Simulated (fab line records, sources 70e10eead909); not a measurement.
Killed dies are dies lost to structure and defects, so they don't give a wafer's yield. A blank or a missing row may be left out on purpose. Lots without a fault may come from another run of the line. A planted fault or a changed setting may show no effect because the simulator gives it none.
Chamber matching | flow nand_harc | NHARC_A_ZERO_WELL_DESCUM_12 on rie_diel-01: 4 sister chambers
The step chemistry O2, time 3 s. 8 wafers are shown with their chamber, then 10 later ones without.

WAFERS WITH THEIR CHAMBER
wafer  | chamber | drypump_motor_current_A (A) | rf_vpp_V (V)
L570.3 | 1       | 5.7                         | 58.4
L570.4 | 0       | 4.9                         | 57.7
L572.1 | 1       | 5.7                         | 58.5
L572.5 | 3       | 5.9                         | 58.0
L573.4 | 3       | 5.9                         | 58.6
L573.5 | 2       | 5.3                         | 56.7
L576.1 | 2       | 5.4                         | 57.7
L576.2 | 0       | 4.9                         | 58.1

WAFERS WITHOUT THEIR CHAMBER
wafer  | drypump_motor_current_A (A) | rf_vpp_V (V)
L576.4 | 5.7                         | 58.5
L577.1 | 5.7                         | 57.8
L577.2 | 5.9                         | 59.7
L577.5 | 5.7                         | 59.5
L578.2 | 5.3                         | 59.0
L578.3 | 5.9                         | 57.4
L578.4 | 4.9                         | 58.6
L580.1 | 4.9                         | 57.9
L580.2 | 5.4                         | 57.4
L580.3 | 5.9                         | 59.6

WHICH CHAMBER EACH WENT THROUGH
wafer  | from the rows above | in truth
L576.4 | 1                   | 1
L577.1 | 1                   | 1
L577.2 | 3                   | 3
L577.5 | 1                   | 1
L578.2 | 2                   | 2
L578.3 | 3                   | 3
L578.4 | 0                   | 0
L580.1 | 0                   | 0
L580.2 | 2                   | 2
L580.3 | 3                   | 3
Placed correctly: 10 of 10. Can't be placed from these rows: 0. Placed wrongly: 0.
How it was worked out, from the rows above alone: a wafer's distance from a chamber is the root of the sum, over the readings, of the square of ((its reading less the chamber's mean) divided by the reading's scatter). The wafer belongs to the nearest chamber; if the next one is less than 2 further off, it can't be placed. A chamber's mean is the mean of its shown wafers. The scatter: the root of (the sum of the squares of (reading less its chamber's mean) over the shown wafers, divided by (wafers less chambers)).
